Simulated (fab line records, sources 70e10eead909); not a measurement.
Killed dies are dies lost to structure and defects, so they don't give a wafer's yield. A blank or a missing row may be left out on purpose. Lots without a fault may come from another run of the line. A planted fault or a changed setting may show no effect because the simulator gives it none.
fab line records | flow nand_harc
record lots=7 wafers=18 last_day=31
route steps=1302 shown A_DECK1_JOINT@544 A_ONON_D2@545 END@1302
lots that met no fault: from a run of the same line without faults
start_h: hours from the record's first day to the start of the lot's first wafer shown | wait_h: hours since the lot's step before | " the same as in the row above | L1.1+2: a row that stands for several wafers | - no value, or no start given | * or withheld: withheld | < > ~ a bound
route shown NAME@n: a module of which the file shows steps, and the number in the route of the first | usual: mean/standard deviation of fault-free wafers | same: alike in all rows | chamber/n: place in a boat | sites: the reading at each site | _std_site: their standard deviation | _edge_site: outer sites' mean less inner sites' | radius_mm: how far each site lies from the wafer's centre | mask NAME#n: copy n | behind: the tool/chamber that last shaped the wafer | hold: why the lot was held/for how many hours/how that ended | device: the transistor (n, p or np) that didn't switch | end of line: the same wafers' tests at the end of the route | a step without rows: its recipe alone | killed: dies lost to structure and defects at the first sort, not the wafer's yield | map: a wafer's dies, x killed, . not, _ none there
set.NAME: the setting as run; set.NAME@STEP: as run at that earlier step | model.NAME: the simulator's own value behind a step, which no gauge read
lots at some steps of the route; a table a step, a row a wafer
services: from which hour (start_h, from the record's first day; less than 0 if before it) a tool's chamber was out of use, for how many hours, and why
## steps
# step NHARC_A_DECK1_JOINT_INSPECT_05
# usual raw_defect_count=322/110
# columns lot.wafer tool chamber start_h wait_h raw_defect_count
L149.3 defect_inspect-02 - 268.87 0.0 198
L149.4 " - " " 224
L149.6 " - " " 174
L154.1 defect_inspect-01 - 322.71 0.0 603
L154.2 " - " " 405
L154.5 " - " " 322
L156.1 defect_inspect-02 - 346.14 0.0 376
L156.3 " - " " 318
L156.6 " - " " 293
L158.1 defect_inspect-02 - 366.92 0.0 328
L158.4 " - " " 255
L158.6 " - " " 272
L165.5 defect_inspect-02 - 429.41 0.0 190
L165.6 " - " " 254
L167.5 defect_inspect-02 - 449.23 0.0 492
L167.6 " - " " 391
L168.1 defect_inspect-02 - 461.62 0.0 217
L168.3 " - " " 309
# step NHARC_A_ONON_D2_DEP_00
# recipe target_thk_a=10000 n2_flow_sccm=2750 n2o_flow_sccm=2000 nh3_flow_sccm=500 sih4_flow_sccm=210 temp_c=400
# step NHARC_A_ONON_D2_THK_MEAS_02
# recipe thk_meas_gauge=ellipsometry
# usual thk_nm=1001/13
# columns lot.wafer tool chamber start_h wait_h thk_nm
L149.3 film_metro-02 - 269.45 - 1014
L149.4 " - " " 1016
L149.6 " - " " 1014
L154.1 film_metro-01 - 323.29 - 980
L154.2 " - " " 983
L154.5 " - " " 982
L156.1 film_metro-01 - 346.73 - 1008
L156.3 " - " " 1008
L156.6 " - " " 1009
L158.1 film_metro-01 - 367.49 - 973
L158.4 " - " " 974
L158.6 " - " " 975
L165.5 film_metro-02 - 429.99 - 1012
L165.6 " - " " 1010
L167.5 film_metro-02 - 449.80 - 999
L167.6 " - " " 997
L168.1 film_metro-01 - 462.20 - 996
L168.3 " - " " 996
# step NHARC_A_ONON_D2_DEP_03
# recipe target_thk_a=10000 n2_flow_sccm=2750 n2o_flow_sccm=2000 nh3_flow_sccm=500 sih4_flow_sccm=210 temp_c=400
# step NHARC_A_ONON_D2_THK_MEAS_05
# recipe thk_meas_gauge=ellipsometry
# usual thk_nm=1000/8
# columns lot.wafer tool chamber start_h wait_h thk_nm
L149.3 film_metro-02 - 270.02 - 1010
L149.4 " - " " 1010
L149.6 " - " " 1010
L154.1 film_metro-02 - 323.85 - 1008
L154.2 " - " " 1007
L154.5 " - " " 1009
L156.1 film_metro-01 - 347.29 - 1005
L156.3 " - " " 1006
L156.6 " - " " 1004
L158.1 film_metro-02 - 368.06 - 992
L158.4 " - " " 993
L158.6 " - " " 994
L165.5 film_metro-01 - 430.55 - 993
L165.6 " - " " 995
L167.5 film_metro-02 - 450.37 - 998
L167.6 " - " " 996
L168.1 film_metro-02 - 462.77 - 996
L168.3 " - " " 996
# step NHARC_A_ONON_D2_DEP_06
# recipe target_thk_a=10000 n2_flow_sccm=2750 n2o_flow_sccm=2000 nh3_flow_sccm=500 sih4_flow_sccm=210 temp_c=400
# step NHARC_A_ONON_D2_THK_MEAS_08
# recipe thk_meas_gauge=ellipsometry
# usual thk_nm=1000/8.9
# columns lot.wafer tool chamber start_h wait_h thk_nm
L149.3 film_metro-02 - 270.58 - 989
L149.4 " - " " 991
L149.6 " - " " 990
L154.1 film_metro-02 - 324.42 - 998
L154.2 " - " " 997
L154.5 " - " " 998
L156.1 film_metro-02 - 347.85 - 1015
L156.3 " - " " 1014
L156.6 " - " " 1015
L158.1 film_metro-02 - 368.64 - 995
L158.4 " - " " 995
L158.6 " - " " 995
L165.5 film_metro-02 - 431.12 - 988
L165.6 " - " " 989
L167.5 film_metro-02 - 450.95 - 991
L167.6 " - " " 995
L168.1 film_metro-01 - 463.33 - 996
L168.3 " - " " 996
# step NHARC_A_ONON_D2_DEP_09
# recipe target_thk_a=10000 n2_flow_sccm=2750 n2o_flow_sccm=2000 nh3_flow_sccm=500 sih4_flow_sccm=210 temp_c=400
# step NHARC_A_ONON_D2_THK_MEAS_11
# recipe thk_meas_gauge=ellipsometry
# usual thk_nm=1000/9.4
# columns lot.wafer tool chamber start_h wait_h thk_nm
L149.3 film_metro-02 - 271.15 - 985
L149.4 " - " " 986
L149.6 " - " " 986
L154.1 film_metro-01 - 324.99 - 1002
L154.2 " - " " 1003
L154.5 " - " " 1003
L156.1 film_metro-01 - 348.42 - 1002
L156.3 " - " " 1005
L156.6 " - " " 1002
L158.1 film_metro-01 - 369.20 - 991
L158.4 " - " " 992
L158.6 " - " " 992
L165.5 film_metro-01 - 431.69 - 1014
L165.6 " - " " 1014
L167.5 film_metro-01 - 451.51 - 1017
L167.6 " - " " 1015
L168.1 film_metro-01 - 463.90 - 998
L168.3 " - " " 997
# step NHARC_A_ONON_D2_DEP_12
# recipe target_thk_a=10000 n2_flow_sccm=2750 n2o_flow_sccm=2000 nh3_flow_sccm=500 sih4_flow_sccm=210 temp_c=400
# step NHARC_A_ONON_D2_THK_MEAS_14
# recipe thk_meas_gauge=ellipsometry
# usual thk_nm=999/9
# columns lot.wafer tool chamber start_h wait_h thk_nm
L149.3 film_metro-01 - 271.72 - 1001
L149.4 " - " " 1002
L149.6 " - " " 1003
L154.1 film_metro-01 - 325.56 - 1010
L154.2 " - " " 1011
L154.5 " - " " 1008
L156.1 film_metro-01 - 348.98 - 986
L156.3 " - " " 985
L156.6 " - " " 984
L158.1 film_metro-02 - 369.77 - 980
L158.4 " - " " 981
L158.6 " - " " 981
L165.5 film_metro-02 - 432.26 - 999
L165.6 " - " " 998
L167.5 film_metro-02 - 452.08 - 991
L167.6 " - " " 990
L168.1 film_metro-01 - 464.46 - 990
L168.3 " - " " 990
# step NHARC_A_ONON_D2_ANNEAL_15
# recipe temp_c=750 time_s=3600
# step NHARC_A_ONON_D2_DEP_16
# recipe target_thk_a=10000 n2_flow_sccm=2750 n2o_flow_sccm=2000 nh3_flow_sccm=500 sih4_flow_sccm=210 temp_c=400
# usual susceptor_temp_C=400.00/0.23
# columns lot.wafer tool chamber start_h wait_h susceptor_temp_C
L149.3 pecvd_onon-03 0 278.95 0.5 399.68
L149.4 " 0 " " 400.12
L149.6 " 0 " " 399.78
L154.1 pecvd_onon-02 0 333.14 0.4 399.88
L154.2 " 0 " " 399.83
L154.5 " 0 " " 399.54
L156.1 pecvd_onon-03 0 355.62 0.4 399.72
L156.3 " 0 " " 399.79
L156.6 " 0 " " 400.27
L158.1 pecvd_onon-04 0 376.60 0.4 400.09
L158.4 " 0 " " 399.99
L158.6 " 0 " " 399.72
L165.5 pecvd_onon-02 0 440.62 0.6 400.24
L165.6 " 0 " " 399.92
L167.5 pecvd_onon-02 0 459.14 0.6 400.10
L167.6 " 0 " " 400.20
L168.1 pecvd_onon-02 0 471.93 0.4 399.96
L168.3 " 0 " " 400.30
# step NHARC_A_ONON_D2_THK_MEAS_18
# recipe thk_meas_gauge=ellipsometry
# usual thk_nm=1000/8.1
# columns lot.wafer tool chamber start_h wait_h thk_nm
L149.3 film_metro-01 - 279.35 - 1007
L149.4 " - " " 1007
L149.6 " - " " 1007
L154.1 film_metro-01 - 333.65 - 986
L154.2 " - " " 985
L154.5 " - " " 983
L156.1 film_metro-02 - 356.13 - 1013
L156.3 " - " " 1012
L156.6 " - " " 1013
L158.1 film_metro-01 - 377.11 - 993
L158.4 " - " " 993
L158.6 " - " " 994
L165.5 film_metro-02 - 440.89 - 720
L165.6 " - " " 1013
L167.5 film_metro-02 - 459.43 - 706
L167.6 " - " " 998
L168.1 film_metro-01 - 472.44 - 709
L168.3 " - " " 1004
# step NHARC_A_ONON_D2_DEP_19
# recipe target_thk_a=10000 n2_flow_sccm=2750 n2o_flow_sccm=2000 nh3_flow_sccm=500 sih4_flow_sccm=210 temp_c=400
# step NHARC_END_SORT_01
# recipe temp_c=25
# usual killed_at_array=55/17 killed_at_other=0.9/1.2 killed_at_periphery=3.7/2.5 killed_dies=59/18 killed_open=3.4/1.9 killed_short=2.6/1.6
# same gross_dies=677
# columns lot.wafer tool chamber start_h wait_h killed_at_array killed_at_other killed_at_periphery killed_dies killed_open killed_short
L156.1 prober-01 0 639.43 2.5 70 1 2 73 6 2
L156.6 prober-01 0 643.45 4.0 91 0 4 95 4 3
L167.5 prober-02 0 734.71 3.7 673 0 4 677 4 4
L165.5 prober-01 0 742.35 3.7 666 3 8 677 2 4
L168.1 prober-02 0 743.96 2.5 675 0 2 677 7 2
# killed by level:class
L156.1 A_CHANNEL_HOLE_D1:chamber_film_flake=33 A_SLIT:chamber_film_flake=17 A_CHANNEL_HOLE_D2:chamber_film_flake=6 A_BONDPAD:chamber_film_flake=4 A_DECK1_JOINT:geometric_particle:short=2 A_M0:geometric_particle:open=2 P_GATE:chamber_film_flake=2 A_CHANNEL_FILL_D1:geometric_particle:open=1
L156.6 A_CHANNEL_HOLE_D1:chamber_film_flake=32 A_SLIT:chamber_film_flake=32 A_CHANNEL_HOLE_D2:chamber_film_flake=10 A_SGD_CUT:chamber_film_flake=4 P_GATE:chamber_film_flake=3 A_DECK1_JOINT:geometric_particle:open=2 A_STAIRCASE:chamber_film_flake=2 A_BONDPAD:chamber_film_flake=2
L167.5 A_ONON_D2:area_dep=623 A_CHANNEL_HOLE_D1:chamber_film_flake=32 A_CONTACT:chamber_film_flake=4 A_DECK1_JOINT:geometric_particle:short=2 A_BLC:chamber_film_flake=2 A_CHANNEL_HOLE_D2:chamber_film_flake=2 P_CONTACT:geometric_particle:open=1 A_CHANNEL_FILL_D1:geometric_particle:open=1
L165.5 A_ONON_D2:area_dep=615 A_SLIT:chamber_film_flake=28 A_CHANNEL_HOLE_D1:chamber_film_flake=11 P_GATE:chamber_film_flake=4 A_CHANNEL_HOLE_D2:chamber_film_flake=3 THIN_TSV:chamber_film_flake=3 A_CHANNEL_HOLE_D2:geometric_particle:short=2 P_M1:chamber_film_flake=2
L168.1 A_ONON_D2:area_dep=597 A_CHANNEL_HOLE_D1:chamber_film_flake=30 A_SLIT:chamber_film_flake=24 A_STAIRCASE:chamber_film_flake=5 A_WL_FILL:chamber_film_flake=4 A_CONTACT:chamber_film_flake=4 A_CHANNEL_FILL_D1:geometric_particle:open=2 A_DECK1_JOINT:chamber_film_flake=2
# map L165.5 (x killed, . not)
____________x____________
_________xxxxxxx_________
_______xxxxxxxxxxx_______
______xxxxxxxxxxxxx______
_____xxxxxxxxxxxxxxx_____
____xxxxxxxxxxxxxxxxx____
____xxxxxxxxxxxxxxxxx____
___xxxxxxxxxxxxxxxxxxx___
___xxxxxxxxxxxxxxxxxxx___
__xxxxxxxxxxxxxxxxxxxxx__
__xxxxxxxxxxxxxxxxxxxxx__
_xxxxxxxxxxxxxxxxxxxxxxx_
_xxxxxxxxxxxxxxxxxxxxxxx_
_xxxxxxxxxxxxxxxxxxxxxxx_
_xxxxxxxxxxxxxxxxxxxxxxx_
_xxxxxxxxxxxxxxxxxxxxxxx_
xxxxxxxxxxxxxxxxxxxxxxxxx
xxxxxxxxxxxxxxxxxxxxxxxxx
xxxxxxxxxxxxxxxxxxxxxxxxx
xxxxxxxxxxxxxxxxxxxxxxxxx
xxxxxxxxxxxxxxxxxxxxxxxxx
_xxxxxxxxxxxxxxxxxxxxxxx_
_xxxxxxxxxxxxxxxxxxxxxxx_
_xxxxxxxxxxxxxxxxxxxxxxx_
_xxxxxxxxxxxxxxxxxxxxxxx_
_xxxxxxxxxxxxxxxxxxxxxxx_
__xxxxxxxxxxxxxxxxxxxxx__
__xxxxxxxxxxxxxxxxxxxxx__
___xxxxxxxxxxxxxxxxxxx___
___xxxxxxxxxxxxxxxxxxx___
____xxxxxxxxxxxxxxxxx____
____xxxxxxxxxxxxxxxxx____
_____xxxxxxxxxxxxxxx_____
______xxxxxxxxxxxxx______
_______xxxxxxxxxxx_______
_________xxxxxxx_________
____________x____________
# map L167.5 (x killed, . not)
____________x____________
_________xxxxxxx_________
_______xxxxxxxxxxx_______
______xxxxxxxxxxxxx______
_____xxxxxxxxxxxxxxx_____
____xxxxxxxxxxxxxxxxx____
____xxxxxxxxxxxxxxxxx____
___xxxxxxxxxxxxxxxxxxx___
___xxxxxxxxxxxxxxxxxxx___
__xxxxxxxxxxxxxxxxxxxxx__
__xxxxxxxxxxxxxxxxxxxxx__
_xxxxxxxxxxxxxxxxxxxxxxx_
_xxxxxxxxxxxxxxxxxxxxxxx_
_xxxxxxxxxxxxxxxxxxxxxxx_
_xxxxxxxxxxxxxxxxxxxxxxx_
_xxxxxxxxxxxxxxxxxxxxxxx_
xxxxxxxxxxxxxxxxxxxxxxxxx
xxxxxxxxxxxxxxxxxxxxxxxxx
xxxxxxxxxxxxxxxxxxxxxxxxx
xxxxxxxxxxxxxxxxxxxxxxxxx
xxxxxxxxxxxxxxxxxxxxxxxxx
_xxxxxxxxxxxxxxxxxxxxxxx_
_xxxxxxxxxxxxxxxxxxxxxxx_
_xxxxxxxxxxxxxxxxxxxxxxx_
_xxxxxxxxxxxxxxxxxxxxxxx_
_xxxxxxxxxxxxxxxxxxxxxxx_
__xxxxxxxxxxxxxxxxxxxxx__
__xxxxxxxxxxxxxxxxxxxxx__
___xxxxxxxxxxxxxxxxxxx___
___xxxxxxxxxxxxxxxxxxx___
____xxxxxxxxxxxxxxxxx____
____xxxxxxxxxxxxxxxxx____
_____xxxxxxxxxxxxxxx_____
______xxxxxxxxxxxxx______
_______xxxxxxxxxxx_______
_________xxxxxxx_________
____________x____________
## services
# columns tool chamber start_h hours kind
pecvd_onon-04 - 311.41 13.0 pm
pecvd_onon-02 - 366.55 13.0 pm
pecvd_onon-03 - 408.04 13.0 pm
## key
first_sign step=NHARC_A_ONON_D2_THK_MEAS_18 reading=thk_nm direction=down sigmas=36 usual=1000 struck=712
effect step=NHARC_END_SORT_01 reading=killed_at_array direction=up sigmas=36 usual=55 struck=671
more_kills_born_at NHARC_A_ONON_D2_DEP_16@pecvd_onon-02=1835
met_at NHARC_A_ONON_D2_DEP_16
struck_wafers L165.5,L167.5,L168.1
later_rows_left_out L165.5,L167.5,L168.1
tester_left_out L165,L167,L168
onset_between 333.14 440.62
fault kind=process_parameter_drift tool=pecvd_onon-02 chamber=- onset_h=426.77 steps=NHARC_A_ONON_D2_DEP_16 channel=target_thk_a offset=* shape=step end_h=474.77 scope=struck_wafers_only acts_in=* stated=*
# tester_left_out: of these lots the tester's yield and bins aren't shown, on N5 and GAA mostly nor the transistor test; their killed dies are dies lost to structure and defects alone, not to doping, threshold or leakage, so they don't give the yield
# later_rows_left_out: the simulator's readings of these wafers behind a module that went badly wrong aren't trusted and aren't shown, but for the sort
